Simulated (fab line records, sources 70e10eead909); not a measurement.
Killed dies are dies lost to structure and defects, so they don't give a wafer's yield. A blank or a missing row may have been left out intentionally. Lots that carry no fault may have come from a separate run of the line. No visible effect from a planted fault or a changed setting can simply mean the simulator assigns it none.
Chamber matching -- flow nand_harc -- rie_diel-04 running NHARC_A_STAIRCASE_DESCUM_252: 4 sister chambers
The step chemistry O2, time 3 s. 4 wafers are shown with their chamber, then 8 later ones without.

WAFERS WITH THEIR CHAMBER
wafer,chamber,showerhead_plenum_p_Torr (Torr)
L086.4,3,2.05
L086.5,1,1.76
L086.6,2,1.94
L089.2,0,1.98

WAFERS WHOSE CHAMBER IS MISSING
wafer,showerhead_plenum_p_Torr (Torr)
L089.5,2.04
L089.6,1.98
L088.1,1.98
L088.4,1.76
L088.6,1.76
L094.1,1.93
L094.4,2.07
L094.6,2.07

WHICH CHAMBER EACH WENT THROUGH
wafer,from the rows above,in truth
L089.5,3,3
L089.6,0,0
L088.1,0,0
L088.4,1,1
L088.6,1,1
L094.1,2,2
L094.4,3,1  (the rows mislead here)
L094.6,3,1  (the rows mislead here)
Correct placement for 6 of the 8. Not placeable from these rows: 0. Placed wrongly: 2.
How it was worked out, from the rows above alone: a wafer's distance from a chamber is the root of the sum, over the readings, of the square of ((its reading less the chamber's mean) divided by the reading's scatter). The wafer belongs to the nearest chamber; if the next one is less than 2 further off, it can't be placed. A chamber's mean is the mean of its shown wafers. The scatter (one wafer shown for each chamber): square how far every hidden wafer sits from the nearest shown wafer, average those squares and take the square root.
